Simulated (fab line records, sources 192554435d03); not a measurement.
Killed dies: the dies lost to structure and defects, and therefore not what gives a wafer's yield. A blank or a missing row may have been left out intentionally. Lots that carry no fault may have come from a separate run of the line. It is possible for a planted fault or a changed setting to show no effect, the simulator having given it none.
Split-lot experiment	flow n5-finfet	on a route of 1938 steps: 7 lots, 39 wafers read

## THE SPLIT
At N5_SD_EPI_N_ETCH_45 (etches SiOCN in CH3F/O2, target depth 6 nm), the setting target-depth-a was moved away from the recipe's 60 angstrom on 15 of the 39 wafers read, by -10.9% to +11.5%. The other wafers ran this setting at the recipe's value.

The reading is taken at the split's own step.

## THE READING
etch.depth-nm (the simulator's own value, which no gauge read), in nm, at N5_SD_EPI_N_ETCH_45 (etches SiOCN in CH3F/O2, target depth 6 nm). The file gives no usual value for it. Across the 24 wafers here that went through the recipe, the average is 6.116 nm and the standard deviation 0.15 nm.

wafer	tool, chamber at the split	target-depth-a as run, angstrom	against the recipe	etch.depth-nm, nm	against lot-mates on the recipe
L075.1	rie-diel-01, 0	60	recipe	5.902	-
L075.2	rie-diel-01, 2	60	recipe	5.914	-
L075.3	rie-diel-01, 3	57.34	-4.4%	5.733	-0.204
L075.4	rie-diel-01, 1	60	recipe	5.994	-
L075.5	rie-diel-01, 2	57.34	-4.4%	5.707	-0.230
L075.6	rie-diel-01, 1	57.34	-4.4%	5.691	-0.246
L076.1	rie-diel-06, 0	60	recipe	6.238	-
L076.2	rie-diel-06, 2	60	recipe	6.087	-
L076.6	rie-diel-06, 2	60	recipe	6.102	-
L083.1	rie-diel-06, 1	53.45	-10.9%	5.391	-0.790
L083.2	rie-diel-06, 0	60	recipe	6.251	-
L083.3	rie-diel-06, 3	60	recipe	6.248	-
L083.4	rie-diel-06, 2	53.45	-10.9%	5.355	-0.826
L083.5	rie-diel-06, 2	60	recipe	6.044	-
L083.6	rie-diel-06, 3	53.45	-10.9%	5.547	-0.634
L086.1	rie-diel-02, 3	60	recipe	5.937	-
L086.2	rie-diel-02, 1	60	recipe	5.988	-
L086.3	rie-diel-02, 0	64.03	+6.7%	6.498	+0.557
L086.4	rie-diel-02, 0	64.03	+6.7%	6.514	+0.573
L086.5	rie-diel-02, 3	64.03	+6.7%	6.334	+0.393
L086.6	rie-diel-02, 1	60	recipe	5.898	-
L092.1	rie-diel-06, 1	60	recipe	6.257	-
L092.2	rie-diel-06, 2	60	recipe	6.01	-
L092.3	rie-diel-06, 3	66.92	+11.5%	7.031	+0.840
L092.4	rie-diel-06, 0	66.92	+11.5%	6.955	+0.764
L092.5	rie-diel-06, 0	66.92	+11.5%	6.982	+0.791
L092.6	rie-diel-06, 3	60	recipe	6.307	-
L093.1	rie-diel-01, 1	60	recipe	6.025	-
L093.2	rie-diel-01, 0	60	recipe	5.94	-
L093.3	rie-diel-01, 2	61.99	+3.3%	6.116	+0.148
L093.4	rie-diel-01, 2	60	recipe	5.939	-
L093.5	rie-diel-01, 0	61.99	+3.3%	6.091	+0.123
L093.6	rie-diel-01, 1	61.99	+3.3%	6.237	+0.269
L094.1	rie-diel-06, 3	60	recipe	6.254	-
L094.2	rie-diel-06, 1	60	recipe	6.32	-
L094.3	rie-diel-06, 0	60	recipe	6.266	-
L094.4	rie-diel-06, 0	60	recipe	6.241	-
L094.5	rie-diel-06, 1	60	recipe	6.369	-
L094.6	rie-diel-06, 3	60	recipe	6.246	-

FIT RESULTS
A straight line over all 39 wafers: etch.depth-nm changes by +0.0665 nm for each +1% of target-depth-a; r = +0.92; the points scatter about the line by 0.15 nm.
The same after taking each lot's own level away (the mean of its wafers on the recipe; 39 wafers): +0.0682 nm for each +1%; r = +0.98; scatter 0.075 nm.
Per that fit: largest target-depth-a move, reading shift of 0.79 nm.
Measured against the standard deviation above, the lots' own levels, which go from 5.9367 to 6.2827 nm, span 2.2 times it.
Hence the lot-to-lot level has little effect on the slope; both slopes agree.
Check: with one of the wafers moved furthest among these (+11.5%) left out of the fit, the line predicts +0.785 nm for it against its lot-mates. Against them it came out at +0.84 nm.

## OTHER SPLITS ON THESE WAFERS
Before the reading, these wafers also passed through other splits. Each is held against what the fit with the lots' levels taken away leaves over:
other split on the same wafers	wafers away from the commonest value	r with etch.depth-nm (lot level and that fit taken away)
N5_DUMMY_GATE_ETCH_42 bias-w	12	-0.14
N5_SD_EPI_N_ETCH_35 time-s	15	+0.14

## FILE'S OWN FIT
etch.depth-nm changes by +0.0683 nm for each +1% of target-depth-a, r = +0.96.
